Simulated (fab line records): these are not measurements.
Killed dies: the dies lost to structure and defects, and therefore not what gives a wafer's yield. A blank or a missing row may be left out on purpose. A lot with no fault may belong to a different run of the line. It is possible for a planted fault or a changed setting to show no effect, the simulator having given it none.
Chamber matching	flow nand harc	NHARC_A_M0_DEP_32 on pecvd-03 has 3 sister chambers
The step deposits SiCN, target thk 30 nm. 18 wafers are shown with their chamber, then 9 later ones without.

== EACH WAFER AND ITS CHAMBER ==
wafer	chamber	heater power w (W)
L077.1	0	686
L077.2	2	618
L077.3	1	498
L079.1	1	545
L079.4	1	569
L079.6	2	641
L079.2	0	700
L079.3	2	645
L079.5	0	683
L083.1	1	532
L083.3	2	663
L083.6	1	531
L082.1	1	582
L082.3	2	601
L082.5	1	579
L084.1	1	592
L084.2	2	676
L084.3	0	660

SIGNATURES (means of the wafers above)
reading	chamber 0	chamber 1	chamber 2	scatter within a chamber
heater power w	682.25	553.50	640.67	28.3
Rule: distance of a wafer from a chamber = root of the sum over the readings of ((wafer's reading minus chamber's mean) / reading's scatter) squared. The wafer belongs to the nearest chamber; if the next one is less than 2 further off, it can't be placed. The scatter is the square root of a quotient: the sum, over the shown wafers, of each reading's squared deviation from its chamber's mean, divided by wafers minus chambers.

== WAFERS WITHOUT THEIR CHAMBER ==
wafer	heater power w (W)
L089.1	554
L089.2	693
L089.3	661
L091.1	639
L091.3	659
L091.4	668
L092.1	580
L092.3	700
L092.4	698

== EACH ONE'S CHAMBER ==
wafer	from the rows above	in truth
L089.1	1	1
L089.2	can't be placed: 0 or 2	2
L089.3	can't be placed: 2 or 0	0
L091.1	can't be placed: 2 or 0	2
L091.3	can't be placed: 2 or 0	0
L091.4	can't be placed: 0 or 2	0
L092.1	can't be placed: 1 or 2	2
L092.3	can't be placed: 0 or 2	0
L092.4	can't be placed: 0 or 2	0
1 of 9 placed correctly. From these rows, 8 cannot be placed; in 8 the true chamber is one of the candidates. 0 placed wrongly.
